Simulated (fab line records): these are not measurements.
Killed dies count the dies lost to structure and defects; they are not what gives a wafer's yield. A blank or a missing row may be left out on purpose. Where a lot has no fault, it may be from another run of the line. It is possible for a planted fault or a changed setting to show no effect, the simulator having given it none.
Struck lot and sound lot, side by side || flow n5_finfet || 16 out of 1938 route steps
Sound: wafers L539.1, L539.2, L539.4. Struck: wafers L545.1, L545.2, L545.3. At the end, the cause is stated.
Per side, at each step with rows, come the tool, then ch with its chambers, and then its first start. Under that, the readings that differ: sound wafers || struck wafers || difference of the means || sigmas: that difference in standard deviations of wafers without a fault.
alike: readings with means less than 2 such deviations apart, plus words and numbers identical on both sides. not compared: withheld readings, readings lacking a value on some wafer, bounds such as >300 that could conceal the same value, and numbers that have no deviation in the record and whose values overlap.
A row with sigmas, a row that says differs or no value, or rows on one side alone: a step with any of these is where the two part. Numbers that have no deviation but don't overlap get no sigmas and don't part them. Lack of a reading on every wafer of one side parts them only where that side has two or more wafers.

first, 2 steps without rows for these wafers: N5_HKMG_FIN_STRIP_34 (strips in CF4); N5_HKMG_FIN_ETCH_35 (etches SOC in N2/H2, target depth 215.8 nm, time 243.4 s).
N5_HKMG_FIN_STRIP_92: strips SOC in N2/H2, time 20 s.
  sound on rie_diel-05 ch 1,2,3, day 5 23:01; struck on rie_diel-02 ch 0,1,3, day 7 12:04
  alike: drypump_motor_current_A, oes_product_au, rf_fwd_power_W, rf_vpp_V, showerhead_plenum_p_Torr, throttle_valve_pct
  not compared: rf_hours_counter_h
then, 1 step without rows for these wafers: N5_HKMG_FIN_WET_ETCH_18 (etches TiN in SC1, time 55 s, target depth 5.2 nm, rinse time 30 s).
N5_HKMG_FIN_STRIP_19: strips in N2/H2, time 360 s.
  sound on plasma_asher-02 ch 0,1, day 5 23:10; struck on plasma_asher-02 ch 0,1, day 7 12:13
  alike: drypump_motor_current_A, heater_power_w
  not compared: rf_hours_counter_h
N5_HKMG_FIN_ALD_91: deposits TiN, target thk 1 nm, pulse time 1 s, purge time 3 s.
  sound on ald_metal-03 ch 0,1,2, day 5 23:32; struck on ald_metal-02 ch 0,2,3, day 7 12:42
{"reading": "since_wet_clean_h (h)", "sound": "1321 1321 1321", "struck": "4435 4435 4435", "difference": "+3114", "sigmas": ""}
  alike: chamber_pressure_Torr, heater_power_w, precursor_pulse_height_rel, susceptor_temp_C
then, 1 step without rows for these wafers: N5_HKMG_FIN_COAT_85 (time 60 s, resist thk 300 nm).
N5_HKMG_FIN_ETCH_86: etches SOC in N2/H2, stops on TiN, target depth 393.2 nm.
  sound on rie_diel-02 ch 0,2,3, day 5 23:53; struck on rie_diel-02 ch 0,1,2, day 7 13:13
  alike: drypump_motor_current_A, oes_product_au, rf_fwd_power_W, rf_vpp_V, showerhead_plenum_p_Torr, throttle_valve_pct
  not compared: rf_hours_counter_h
N5_HKMG_FIN_STRIP_89: strips SOC in N2/H2, time 20 s.
  sound on rie_diel-02 ch 0,2,3, day 5 23:56; struck on rie_diel-02 ch 0,1,2, day 7 13:17
  alike: drypump_motor_current_A, oes_product_au, rf_fwd_power_W, rf_vpp_V, showerhead_plenum_p_Torr, throttle_valve_pct
  not compared: rf_hours_counter_h
then, 3 steps without rows for these wafers: N5_HKMG_FIN_WET_ETCH_87 (etches TiN in SC1, time 154.2 s, target depth 4.7 nm, rinse time 30 s); N5_HKMG_FIN_STRIP_88 (strips in N2/H2, time 360 s); N5_HKMG_FIN_NWFM_ALD_20 (deposits TiAlC, target thk 2 nm, pulse time 3 s, purge time 2 s).
N5_HKMG_FIN_ALD_71: deposits TiN, target thk 1 nm, pulse time 1 s, purge time 3 s.
  sound on ald_metal-04 ch 0,2,3, day 6 00:37; struck on ald_metal-03 ch 0,1,2, day 7 13:58
{"reading": "since_wet_clean_h (h)", "sound": "5937 5937 5937", "struck": "1359 1359 1359", "difference": -4578, "sigmas": ""}
{"reading": "susceptor_temp_C (C)", "sound": "399.92 399.82 399.96", "struck": "404.24 403.45 403.59", "difference": "+3.86", "sigmas": "+17"}
  alike: chamber_pressure_Torr, heater_power_w, precursor_pulse_height_rel
then, 1 step without rows for these wafers: N5_HKMG_FIN_COAT_66 (time 60 s, resist thk 300 nm).
-- the record jumps here: 5 days lie between the struck wafers' starts before and after (it left off in module HKMG_FIN and takes up again in module BEOL_M4, whose first step shown is number 1111 of the route) --
N5_BEOL_M4_RC_MEAS_101:
  sound on prober-01 ch 0, day 10 20:51; struck on prober-01 ch 0, day 12 07:55
{"reading": "DIBL_P (mV/V)", "sound": "38.8 40.2 40.8", "struck": "36.6 35.7 34.2", "difference": -4.4, "sigmas": -2}
{"reading": "IOFF_N (nA/um)", "sound": "0.20 0.22 0.23", "struck": "0.16 0.15 0.13", "difference": -0.07, "sigmas": -2}
  alike: DIBL_N, IOFF_P, ION_N, ION_P, SS_N, SS_P, VT_N, VT_P
-- a jump in the record: the struck wafers' starts before and after are 5 days apart (it breaks off in module BEOL_M4 and resumes in module PASSIVATION, where the first step shown is number 1936 of the route) --
N5_PASSIVATION_PROBE_49:
  struck on prober-01, day 17 05:01; sound on prober-01, day 15 20:47
  alike: defect_limited_yield, killed_at_M0_to_M3, killed_at_M4_up, killed_at_contacts, killed_at_front_end, killed_at_other, killed_dies, killed_open, killed_short, sort_bin_4_leakage, sort_bin_5_function, sort_bin_6_memory, sort_bin_8_speed, sort_n_pass

## WHERE THEY PART
Earliest at N5_HKMG_FIN_ALD_71; latest, in this record, at N5_BEOL_M4_RC_MEAS_101. Later steps at which nothing parts them and some readings are alike: N5_PASSIVATION_PROBE_49.

WHY: what the simulator had put in
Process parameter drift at N5_HKMG_FIN_ALD_71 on ald_metal-03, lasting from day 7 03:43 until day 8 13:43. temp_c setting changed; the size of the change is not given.
